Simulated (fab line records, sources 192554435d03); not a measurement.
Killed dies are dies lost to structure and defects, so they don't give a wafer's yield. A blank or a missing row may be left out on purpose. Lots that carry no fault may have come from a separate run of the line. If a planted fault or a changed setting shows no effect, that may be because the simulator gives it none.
Chamber matching || flow n5Finfet || N5_BEOL_M1_ALD_84 on aldMetal-03: 4 sister chambers
The step deposits TaN, pulse time 2 s, purge time 3 s, co reactant purge time 2 s. 16 wafers are shown with their chamber, then 8 later ones without.

== WAFERS PAIRED WITH THEIR CHAMBERS ==
{"wafer": "L078.1", "chamber": 0, "heaterPowerW (W)": 377, "susceptorTempC (C)": 275.20}
{"wafer": "L078.2", "chamber": 2, "heaterPowerW (W)": 319, "susceptorTempC (C)": 275.22}
{"wafer": "L078.5", "chamber": 3, "heaterPowerW (W)": 397, "susceptorTempC (C)": 275.02}
{"wafer": "L080.2", "chamber": 2, "heaterPowerW (W)": 327, "susceptorTempC (C)": 275.02}
{"wafer": "L080.3", "chamber": 3, "heaterPowerW (W)": 401, "susceptorTempC (C)": 274.93}
{"wafer": "L080.5", "chamber": 0, "heaterPowerW (W)": 372, "susceptorTempC (C)": 274.58}
{"wafer": "L085.1", "chamber": 0, "heaterPowerW (W)": 358, "susceptorTempC (C)": 274.81}
{"wafer": "L085.3", "chamber": 3, "heaterPowerW (W)": 403, "susceptorTempC (C)": 274.75}
{"wafer": "L085.6", "chamber": 1, "heaterPowerW (W)": 401, "susceptorTempC (C)": 275.03}
{"wafer": "L089.1", "chamber": 0, "heaterPowerW (W)": 366, "susceptorTempC (C)": 275.00}
{"wafer": "L089.2", "chamber": 1, "heaterPowerW (W)": 389, "susceptorTempC (C)": 275.11}
{"wafer": "L089.3", "chamber": 2, "heaterPowerW (W)": 323, "susceptorTempC (C)": 274.72}
{"wafer": "L090.2", "chamber": 1, "heaterPowerW (W)": 387, "susceptorTempC (C)": 275.07}
{"wafer": "L090.3", "chamber": 2, "heaterPowerW (W)": 328, "susceptorTempC (C)": 274.89}
{"wafer": "L090.4", "chamber": 0, "heaterPowerW (W)": 367, "susceptorTempC (C)": 275.30}
{"wafer": "L093.1", "chamber": 1, "heaterPowerW (W)": 395, "susceptorTempC (C)": 274.99}

SIGNATURES, as means of the wafers listed above
{"reading": "heaterPowerW", "chamber 0": 368.00, "chamber 1": 393.00, "chamber 2": 324.25, "chamber 3": 400.33, "scatter within a chamber": 5.71}
{"reading": "susceptorTempC", "chamber 0": 274.9780, "chamber 1": 275.0500, "chamber 2": 274.9625, "chamber 3": 274.9000, "scatter within a chamber": 0.208}
Rule: a wafer lies at a distance from a chamber equal to the root of the sum of squares, over the readings, of (its reading less the chamber's mean, divided by the reading's scatter). The wafer belongs to the nearest chamber; if the next one is less than 2 further off, it can't be placed. The scatter is the square root of a quotient: the sum, over the shown wafers, of each reading's squared deviation from its chamber's mean, divided by wafers minus chambers.

== WAFERS WHOSE CHAMBER IS MISSING ==
{"wafer": "L093.3", "heaterPowerW (W)": 368, "susceptorTempC (C)": 275.18}
{"wafer": "L093.5", "heaterPowerW (W)": 392, "susceptorTempC (C)": 274.82}
{"wafer": "L094.1", "heaterPowerW (W)": 370, "susceptorTempC (C)": 275.12}
{"wafer": "L094.4", "heaterPowerW (W)": 322, "susceptorTempC (C)": 275.23}
{"wafer": "L094.5", "heaterPowerW (W)": 316, "susceptorTempC (C)": 274.94}
{"wafer": "L097.3", "heaterPowerW (W)": 371, "susceptorTempC (C)": 274.97}
{"wafer": "L097.5", "heaterPowerW (W)": 388, "susceptorTempC (C)": 274.97}
{"wafer": "L097.6", "heaterPowerW (W)": 368, "susceptorTempC (C)": 275.28}

== EACH ONE'S CHAMBER ==
{"wafer": "L093.3", "from the rows above": 0, "in truth": 0}
{"wafer": "L093.5", "from the rows above": "can't be placed: 1 or 3", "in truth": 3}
{"wafer": "L094.1", "from the rows above": 0, "in truth": 0}
{"wafer": "L094.4", "from the rows above": 2, "in truth": 2}
{"wafer": "L094.5", "from the rows above": 2, "in truth": 2}
{"wafer": "L097.3", "from the rows above": 0, "in truth": 0}
{"wafer": "L097.5", "from the rows above": "can't be placed: 1 or 3", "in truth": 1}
{"wafer": "L097.6", "from the rows above": 0, "in truth": 0}
Placed correctly: 6 of 8. Can't be placed from these rows: 2 (the true chamber is among the candidates in 2). Wrongly placed: 0.
